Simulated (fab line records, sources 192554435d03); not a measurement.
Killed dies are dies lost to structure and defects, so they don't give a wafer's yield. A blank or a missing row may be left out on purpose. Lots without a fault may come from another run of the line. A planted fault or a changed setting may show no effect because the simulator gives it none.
Which tool did it? | flow n5_finfet | 11 lots, 33 wafers sampled, at 5 steps of a route of 1938

WHAT THE GAUGES READ, wafer by wafer
The record holds no reading of a measuring or inspecting step that can be judged against a usual standard deviation.

WHICH TOOL RAN EACH LOT (tool, then ch and the chambers of the sampled wafers, then the start)
lot  | N5_BEOL_M11_CURE_72           | N5_BEOL_M11_ALD_74                  | N5_BEOL_M11_SPUTTER_48       | N5_BEOL_M11_DEP_56              | N5_PASSIVATION_PROBE_49
L982 | uv_cure-03 ch 0, day 12 06:58 | ald_metal-04 ch 0,2,3, day 12 07:28 | pvd_sputter-02, day 12 08:07 | pecvd-02 ch 1,2, day 12 09:26   | prober-02, day 14 05:46
L983 | uv_cure-02 ch 2, day 12 17:05 | ald_metal-01 ch 0,1,3, day 12 17:29 | pvd_sputter-03, day 12 19:25 | pecvd-03 ch 0,1, day 12 20:17   | prober-01, day 14 14:08
L984 | uv_cure-02 ch 0, day 13 09:34 | ald_metal-04 ch 0,1,2, day 13 10:07 | pvd_sputter-01, day 13 11:08 | pecvd-02 ch 0,2, day 13 12:19   | -
L986 | uv_cure-02 ch 2, day 13 19:14 | ald_metal-03 ch 0,2, day 13 20:07   | pvd_sputter-01, day 13 20:40 | pecvd-03 ch 0,1,2, day 13 22:52 | -
L990 | uv_cure-01 ch 0, day 14 06:28 | ald_metal-04 ch 0,1,3, day 14 06:52 | pvd_sputter-02, day 14 07:31 | pecvd-04 ch 0,1,2, day 14 08:31 | prober-01, day 16 03:18
L989 | uv_cure-02 ch 2, day 14 20:52 | ald_metal-01 ch 0,1, day 14 22:01   | pvd_sputter-03, day 14 23:08 | pecvd-03 ch 0,1,2, day 15 00:02 | prober-02, day 16 13:06
L993 | uv_cure-03 ch 0, day 14 22:16 | ald_metal-01 ch 1,3, day 15 00:02   | pvd_sputter-03, day 15 00:31 | pecvd-04 ch 1,2, day 15 01:25   | -
L992 | uv_cure-01 ch 2, day 15 20:53 | ald_metal-04 ch 2,3, day 15 21:30   | pvd_sputter-02, day 15 22:07 | pecvd-03 ch 0,2, day 15 23:06   | prober-02, day 17 23:58
L100 | uv_cure-01 ch 2, day 16 06:35 | ald_metal-04 ch 1,2, day 16 07:12   | pvd_sputter-01, day 16 07:46 | pecvd-03 ch 0,2, day 16 08:41   | prober-01, day 18 03:52
L103 | uv_cure-03 ch 2, day 16 17:47 | ald_metal-01 ch 0,1,3, day 16 18:11 | pvd_sputter-01, day 16 20:41 | pecvd-03 ch 0,1, day 16 21:50   | prober-01, day 18 12:19
L104 | uv_cure-03 ch 2, day 18 23:13 | ald_metal-04 ch 0,2,3, day 18 23:53 | pvd_sputter-01, day 19 00:24 | pecvd-03 ch 1,2, day 19 01:33   | prober-01, day 20 20:35
- N5_BEOL_M11_CURE_72: cures SiCOH lowk, time 120 s.
- N5_BEOL_M11_ALD_74: deposits TaN, target thk 2 nm, pulse time 2 s, purge time 3 s.
- N5_BEOL_M11_SPUTTER_48: material Cu, target thk 12 nm, time 2 s.
- N5_BEOL_M11_DEP_56: deposits SiCN from 3MS/NH3, target thk 30 nm, time 10.5 s.
- N5_PASSIVATION_PROBE_49

WHAT THE TOOLS THEMSELVES READ (means of the sampled wafers that have a number; where no wafer has one, the mark that the record gives instead)
N5_BEOL_M11_CURE_72.
lot  | tool       | lamp_power_pct (%) | wafer_temp_C_max
L982 | uv_cure-03 | 52.27              | 372.3
L983 | uv_cure-02 | 52.31              | 371.3
L984 | uv_cure-02 | 52.32              | 370.8
L986 | uv_cure-02 | 52.29              | 371.3
L990 | uv_cure-01 | 52.32              | 372.6
L989 | uv_cure-02 | 52.30              | 371.4
L993 | uv_cure-03 | 52.36              | 371.9
L992 | uv_cure-01 | 52.28              | 371.2
L100 | uv_cure-01 | 52.37              | 370.9
L103 | uv_cure-03 | 52.33              | 371.4
L104 | uv_cure-03 | 52.35              | 371.8

N5_BEOL_M11_ALD_74.
lot  | tool         | heater_power_w (W)
L982 | ald_metal-04 | 392
L983 | ald_metal-01 | 384
L984 | ald_metal-04 | 431
L986 | ald_metal-03 | 421
L990 | ald_metal-04 | 421
L989 | ald_metal-01 | 376
L993 | ald_metal-01 | 400
L992 | ald_metal-04 | 369
L100 | ald_metal-04 | 431
L103 | ald_metal-01 | 388
L104 | ald_metal-04 | 397

N5_BEOL_M11_SPUTTER_48.
lot  | tool           | cathode_dc_power_W (W) | throttle_valve_pct (%)
L982 | pvd_sputter-02 | 26002                  | 30.0
L983 | pvd_sputter-03 | 26002                  | 30.0
L984 | pvd_sputter-01 | 26000                  | 29.8
L986 | pvd_sputter-01 | 25996                  | 28.8
L990 | pvd_sputter-02 | 26000                  | 31.1
L989 | pvd_sputter-03 | 25998                  | 29.8
L993 | pvd_sputter-03 | 26000                  | 29.8
L992 | pvd_sputter-02 | 25999                  | 29.8
L100 | pvd_sputter-01 | 25999                  | 29.5
L103 | pvd_sputter-01 | 26002                  | 29.1
L104 | pvd_sputter-01 | 25994                  | 29.3

N5_BEOL_M11_DEP_56.
lot  | tool     | rf_fwd_power_W (W) | showerhead_plenum_p_Torr (Torr) | throttle_valve_pct (%)
L982 | pecvd-02 | 666                | 4.170                           | 18.0
L983 | pecvd-03 | 667                | 4.143                           | 18.8
L984 | pecvd-02 | 667                | 4.131                           | 17.9
L986 | pecvd-03 | 669                | 4.133                           | 18.3
L990 | pecvd-04 | 662                | 4.141                           | 17.4
L989 | pecvd-03 | 668                | 4.138                           | 18.4
L993 | pecvd-04 | 665                | 4.154                           | 16.9
L992 | pecvd-03 | 669                | 4.127                           | 17.8
L100 | pecvd-03 | 667                | 4.138                           | 18.5
L103 | pecvd-03 | 667                | 4.137                           | 19.1
L104 | pecvd-03 | 667                | 4.128                           | 18.4

N5_PASSIVATION_PROBE_49.
lot  | tool      | defect_limited_yield (%) | killed_at_M0_to_M3 | killed_at_M4_up | killed_at_contacts | killed_at_front_end | killed_at_other | killed_dies | killed_open | killed_short | sort_bin_5_function (%) | sort_bin_6_memory (%) | sort_bin_8_speed (%) | sort_n_pass | sort_yield_pct (%)
L982 | prober-02 | 90.9                     | 45                 | 8               | 14                 | 38                  | 3               | 107         | 73          | 30           | 4.7                     | 4.1                   | 0.00                 | 1073        | 90.9
L983 | prober-01 | 92.6                     | 25                 | 18              | 9                  | 33                  | 2               | 87          | 57          | 28           | 4.4                     | 2.7                   | 0.00                 | 1093        | 92.6
L990 | prober-01 | 91.5                     | 27                 | 9               | 9                  | 54                  | 1               | 100         | 66          | 34           | 4.9                     | 3.2                   | 0.00                 | 1080        | 91.5
L989 | prober-02 | 93.2                     | 19                 | 17              | 12                 | 32                  | 1               | 80          | 53          | 25           | 3.9                     | 2.7                   | 0.00                 | 1100        | 93.2
L992 | prober-02 | 90.3                     | 38                 | 17              | 12                 | 40                  | 7               | 114         | 82          | 32           | 5.8                     | 3.6                   | 0.00                 | 1066        | 90.3
L100 | prober-01 | 90.6                     | 31                 | 13              | 16                 | 47                  | 5               | 111         | 77          | 34           | 5.5                     | 3.6                   | 0.00                 | 1069        | 90.6
L103 | prober-01 | 89.8                     | 51                 | 15              | 7                  | 44                  | 4               | 121         | 75          | 44           | 6.5                     | 3.3                   | 0.00                 | 1059        | 89.8
L104 | prober-01 | 90.6                     | 42                 | 17              | 11                 | 39                  | 0               | 110         | 72          | 38           | 5.2                     | 3.9                   | 0.00                 | 1070        | 90.6

THE ANSWER, worked out from the rows above alone
Rule: what is usual is taken from the lots themselves. Put in order of their means at a reading, lots are off if they are a third of the lots or fewer, leave a main group of 4 or more, and stand apart from it by a gap of 3 or more times the standard deviation of the main group's means; of several such gaps the widest counts. A main group whose means are all the same, to the digits that the tables above print for the reading, isn't used. A lot without any number at a reading at which 4 lots or more have one is off too. The other lots that the step has rows for count as sound. The gauges are gone through in route order, then the tools' own readings, and for those a lot's mean is taken as printed above. The first step at which some lot is off is used, and at that step the reading that is off furthest; a lot without a number counts as furthest.
No lot is off at any reading shown: from this, nothing can be told.

WHAT THE SIMULATOR HAD PUT IN
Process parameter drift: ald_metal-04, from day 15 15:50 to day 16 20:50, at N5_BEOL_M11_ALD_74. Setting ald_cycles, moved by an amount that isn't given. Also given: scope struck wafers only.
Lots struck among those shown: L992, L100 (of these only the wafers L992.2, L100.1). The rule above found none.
